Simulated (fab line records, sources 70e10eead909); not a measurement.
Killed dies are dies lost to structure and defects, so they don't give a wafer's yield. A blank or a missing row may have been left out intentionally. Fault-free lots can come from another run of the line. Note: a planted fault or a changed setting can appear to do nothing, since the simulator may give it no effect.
A lot that was struck, set against a sound lot	flow nandHarc	44 steps out of a route of 1159
Sound: the wafers L597.2, L597.5, L597.6. Wafers struck: L588.3, L588.4, L588.6. The cause comes at the end.
For every step that has rows: the tool of each side, followed by ch and its chambers, followed by its first start. Under that, the readings that differ: sound wafers	struck wafers	difference of the means	sigmas: that difference in standard deviations of wafers without a fault.
alike: readings with means less than 2 such deviations apart, plus words and numbers identical on both sides. not compared: withheld readings, readings lacking a value on some wafer, bounds such as >300 that could conceal the same value, and numbers that have no deviation in the record and whose values overlap.
The two part at a step that has a row with sigmas, a row that says differs or no value, or rows on one side only. Non-overlapping numbers with no deviation appear without sigmas and do not part them. Lack of a reading on every wafer of one side parts them only where that side has two or more wafers.

first, 12 steps without rows for these wafers: NHARC_P_GATE_ALD_36 (deposits SiNx, target thk 20 nm, pulse time 60 s, ald cycles 223); NHARC_P_GATE_ETCHBACK_37 (etches the open film in CHF3/O2, target depth 34.5 nm, time 17.2 s); NHARC_P_GATE_STRIP_101 (strips in O2, time 20 s); NHARC_P_GATE_PRECLEAN_97 (cleans in SPM, time 600 s); NHARC_P_GATE_SRD_98; NHARC_P_GATE_PRECLEAN_99 (cleans in SC1); NHARC_P_GATE_SRD_100; NHARC_P_GATE_DEHYDRATE_38 (time 120 s); NHARC_P_GATE_HMDS_39 (time 30 s); NHARC_P_GATE_COAT_40; NHARC_P_GATE_SOFTBAKE_41 (time 95 s); NHARC_P_GATE_EBR_42.
NHARC_P_GATE_EXPOSE_43: exposes mask P NSD, target cd 720 nm.
  sound on krfScanner-03 ch 0, day 9 19:31; struck on krfScanner-04 ch 0, day 7 11:29
reading	sound	struck	difference	sigmas
exposureDoseMJCm2	14.797 14.806 14.785	9.309 9.315 9.339	-5.475	-99 or more
  alike: mask, reticleTempC
then, 2 steps without rows for these wafers: NHARC_P_GATE_PEB_44 (peb time 85 s); NHARC_P_GATE_DEVELOP_45 (time 70 s).
NHARC_P_GATE_CD_MEAS_46: target cd 720 nm.
  sound on cdSem-01 ch 0, day 9 19:40; struck on cdSem-01 ch 0, day 7 11:38
reading	sound	struck	difference	sigmas
cdNm (nm)	720.4 720.4 717.8	637.4 637.6 639.5	-81.4	-48
then, 1 step without rows for these wafers: NHARC_P_GATE_HARDBAKE_47 (time 80 s).
NHARC_P_GATE_DESCUM_48: chemistry O2, time 3 s.
  sound on rieDiel-13 ch 0,1, day 9 19:50; struck on rieDiel-08 ch 0,2,3, day 7 11:48
reading	sound	struck	difference	sigmas
model.P_GATE.cdNm (nm)	720.1 721 717.8	638.5 638.6 639.3	-80.8	
  alike: drypumpMotorCurrentA, oesProductAu, rfVppV, showerheadPlenumPTorr, throttleValvePct
  not compared: rfHoursCounterH
then, 23 steps without rows for these wafers: NHARC_P_GATE_IMPLANT_49; NHARC_P_GATE_STRIP_111 (strips in N2/H2, time 250 s); NHARC_P_GATE_STRIP_75 (strips in O2); NHARC_P_GATE_STRIP_50 (strips in SPM, time 900 s); NHARC_P_GATE_DEHYDRATE_51 (time 120 s); NHARC_P_GATE_HMDS_52 (time 30 s); NHARC_P_GATE_COAT_53; NHARC_P_GATE_SOFTBAKE_54 (time 95 s); NHARC_P_GATE_EBR_55; NHARC_P_GATE_EXPOSE_56 (exposes mask P PSD, target cd 720 nm); NHARC_P_GATE_PEB_57 (peb time 85 s); NHARC_P_GATE_DEVELOP_58 (time 70 s); NHARC_P_GATE_HARDBAKE_60 (time 80 s); NHARC_P_GATE_DESCUM_61 (chemistry O2, time 3 s); NHARC_P_GATE_IMPLANT_62; NHARC_P_GATE_STRIP_112 (strips in N2/H2, time 200 s); NHARC_P_GATE_STRIP_76 (strips in O2); NHARC_P_GATE_STRIP_63 (strips in SPM, time 900 s); NHARC_P_GATE_DEHYDRATE_83 (time 120 s); NHARC_P_GATE_HMDS_84 (time 30 s); NHARC_P_GATE_COAT_85; NHARC_P_GATE_SOFTBAKE_86 (time 95 s); NHARC_P_GATE_EBR_87.
NHARC_P_CONTACT_DESCUM_17: chemistry O2, time 3 s.
  sound on rieDiel-09 ch 0,1,3, day 10 04:52; struck on rieDiel-09 ch 0,2,3, day 7 20:22
reading	sound	struck	difference	sigmas
model.P_CONTACT.cdNm (nm)	91.21 90.14 90.05	89.31 88.47 89.34	-1.43	
  alike: drypumpMotorCurrentA, oesProductAu, rfVppV, showerheadPlenumPTorr, throttleValvePct
  not compared: rfHoursCounterH
NHARC_P_CONTACT_ETCH_35: etches the open film in CF4, target depth 39 nm, time 65 s.
  sound on rieDiel-09 ch 0,2,3, day 10 05:02; struck on rieDiel-09 ch 2,3, day 7 20:26
reading	sound	struck	difference	sigmas
model.P_CONTACT.cdNm (nm)	90.97 89.91 90.03	89.21 88.53 89.29	-1.29	
  alike: drypumpMotorCurrentA, oesProductAu, rfVppV, showerheadPlenumPTorr, throttleValvePct
  not compared: rfHoursCounterH
-- the record jumps here: 14 days lie between the struck wafers' starts before and after (it left off in module P_CONTACT and takes up again in module END, whose first step shown is number 1159 of the route) --
NHARC_END_SORT_01:
  only the struck wafers appear in the record here, on prober-01 ch 0 at day 22 04:24; the sound ones have no rows

WHERE THEY PART
First at NHARC_P_GATE_EXPOSE_43; last, within this record, at NHARC_END_SORT_01.

WHY: what the simulator had put in
Process parameter drift: krfScanner-04, from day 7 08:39 on, at NHARC_P_GATE_EXPOSE_43. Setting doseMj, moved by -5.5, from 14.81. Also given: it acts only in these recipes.
